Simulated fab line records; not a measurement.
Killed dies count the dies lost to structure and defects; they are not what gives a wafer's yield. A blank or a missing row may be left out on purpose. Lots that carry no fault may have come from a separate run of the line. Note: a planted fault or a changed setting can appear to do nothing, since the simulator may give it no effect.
Chamber matching :: flow nandHarc :: NHARC_P_M0_ETCH_34 on rieDiel-09 has 4 sister chambers
The step etches the open film in N2/H2, target depth 40 nm, overetch 12 nm, time 43.94 s. 20 wafers are shown with their chamber, then 10 later ones without.

== WAFERS, EACH WITH ITS CHAMBER ==
wafer: L077.1
chamber: 2
showerheadPlenumPTorr (Torr): 1.93
drypumpMotorCurrentA (A): 5.9
rfVppV (V): 426.7

wafer: L077.3
chamber: 1
showerheadPlenumPTorr (Torr): 2.00
drypumpMotorCurrentA (A): 6.4
rfVppV (V): 429.6

wafer: L077.5
chamber: 2
showerheadPlenumPTorr (Torr): 1.93
drypumpMotorCurrentA (A): 5.9
rfVppV (V): 428.9

wafer: L078.2
chamber: 1
showerheadPlenumPTorr (Torr): 2.00
drypumpMotorCurrentA (A): 6.5
rfVppV (V): 429.6

wafer: L078.3
chamber: 2
showerheadPlenumPTorr (Torr): 1.93
drypumpMotorCurrentA (A): 5.9
rfVppV (V): 427.0

wafer: L078.4
chamber: 0
showerheadPlenumPTorr (Torr): 1.96
drypumpMotorCurrentA (A): 5.5
rfVppV (V): 427.1

wafer: L079.1
chamber: 0
showerheadPlenumPTorr (Torr): 1.96
drypumpMotorCurrentA (A): 5.6
rfVppV (V): 428.6

wafer: L079.4
chamber: 3
showerheadPlenumPTorr (Torr): 2.18
drypumpMotorCurrentA (A): 5.9
rfVppV (V): 434.3

wafer: L079.5
chamber: 0
showerheadPlenumPTorr (Torr): 1.96
drypumpMotorCurrentA (A): 5.6
rfVppV (V): 429.2

wafer: L081.2
chamber: 3
showerheadPlenumPTorr (Torr): 2.18
drypumpMotorCurrentA (A): 5.9
rfVppV (V): 433.7

wafer: L081.5
chamber: 2
showerheadPlenumPTorr (Torr): 1.93
drypumpMotorCurrentA (A): 5.8
rfVppV (V): 427.3

wafer: L081.6
chamber: 3
showerheadPlenumPTorr (Torr): 2.18
drypumpMotorCurrentA (A): 5.8
rfVppV (V): 434.5

wafer: L084.1
chamber: 3
showerheadPlenumPTorr (Torr): 2.17
drypumpMotorCurrentA (A): 5.9
rfVppV (V): 435.1

wafer: L084.3
chamber: 0
showerheadPlenumPTorr (Torr): 1.96
drypumpMotorCurrentA (A): 5.6
rfVppV (V): 427.5

wafer: L084.6
chamber: 2
showerheadPlenumPTorr (Torr): 1.93
drypumpMotorCurrentA (A): 5.8
rfVppV (V): 427.6

wafer: L085.1
chamber: 0
showerheadPlenumPTorr (Torr): 1.95
drypumpMotorCurrentA (A): 5.6
rfVppV (V): 427.6

wafer: L085.2
chamber: 3
showerheadPlenumPTorr (Torr): 2.17
drypumpMotorCurrentA (A): 5.9
rfVppV (V): 434.4

wafer: L085.5
chamber: 3
showerheadPlenumPTorr (Torr): 2.17
drypumpMotorCurrentA (A): 5.9
rfVppV (V): 434.2

wafer: L089.2
chamber: 1
showerheadPlenumPTorr (Torr): 2.00
drypumpMotorCurrentA (A): 6.5
rfVppV (V): 428.6

wafer: L089.3
chamber: 0
showerheadPlenumPTorr (Torr): 1.95
drypumpMotorCurrentA (A): 5.5
rfVppV (V): 428.6

SIGNATURES, as means of the wafers listed above
reading: showerheadPlenumPTorr
chamber 0: 1.9567
chamber 1: 2.0000
chamber 2: 1.9300
chamber 3: 2.1750
scatter within a chamber: 0.00421

reading: drypumpMotorCurrentA
chamber 0: 5.567
chamber 1: 6.467
chamber 2: 5.860
chamber 3: 5.883
scatter within a chamber: 0.0502

reading: rfVppV
chamber 0: 428.100
chamber 1: 429.267
chamber 2: 427.500
chamber 3: 434.367
scatter within a chamber: 0.704
Rule: a wafer lies at a distance from a chamber equal to the root of the sum of squares, over the readings, of (its reading less the chamber's mean, divided by the reading's scatter). If the next closest chamber is less than 2 further off than the closest, the wafer can't be placed; otherwise it belongs to the closest. How the scatter is found: for the shown wafers, subtract from each reading the mean of its chamber, square and add these, divide the total by (wafers less chambers), then take the root.

== WAFERS WITHOUT THEIR CHAMBER ==
wafer: L089.4
showerheadPlenumPTorr (Torr): 2.00
drypumpMotorCurrentA (A): 6.5
rfVppV (V): 430.9

wafer: L092.1
showerheadPlenumPTorr (Torr): 1.99
drypumpMotorCurrentA (A): 6.4
rfVppV (V): 428.2

wafer: L092.3
showerheadPlenumPTorr (Torr): 1.93
drypumpMotorCurrentA (A): 5.9
rfVppV (V): 427.2

wafer: L092.6
showerheadPlenumPTorr (Torr): 2.17
drypumpMotorCurrentA (A): 5.9
rfVppV (V): 431.8

wafer: L093.1
showerheadPlenumPTorr (Torr): 1.99
drypumpMotorCurrentA (A): 6.4
rfVppV (V): 428.3

wafer: L093.4
showerheadPlenumPTorr (Torr): 2.17
drypumpMotorCurrentA (A): 5.8
rfVppV (V): 433.4

wafer: L093.6
showerheadPlenumPTorr (Torr): 2.17
drypumpMotorCurrentA (A): 5.9
rfVppV (V): 434.1

wafer: L097.1
showerheadPlenumPTorr (Torr): 1.95
drypumpMotorCurrentA (A): 5.6
rfVppV (V): 427.9

wafer: L097.4
showerheadPlenumPTorr (Torr): 2.17
drypumpMotorCurrentA (A): 5.9
rfVppV (V): 434.5

wafer: L097.5
showerheadPlenumPTorr (Torr): 1.99
drypumpMotorCurrentA (A): 6.5
rfVppV (V): 429.9

== THE CHAMBER EACH PASSED THROUGH ==
wafer: L089.4
from the rows above: 1
in truth: 1

wafer: L092.1
from the rows above: 1
in truth: 1

wafer: L092.3
from the rows above: 2
in truth: 2

wafer: L092.6
from the rows above: 3
in truth: 3

wafer: L093.1
from the rows above: 1
in truth: 1

wafer: L093.4
from the rows above: 3
in truth: 3

wafer: L093.6
from the rows above: 3
in truth: 3

wafer: L097.1
from the rows above: 0
in truth: 0

wafer: L097.4
from the rows above: 3
in truth: 3

wafer: L097.5
from the rows above: 1
in truth: 1
10 of 10 placed correctly. Number that these rows cannot place: 0. Placed wrongly: 0.
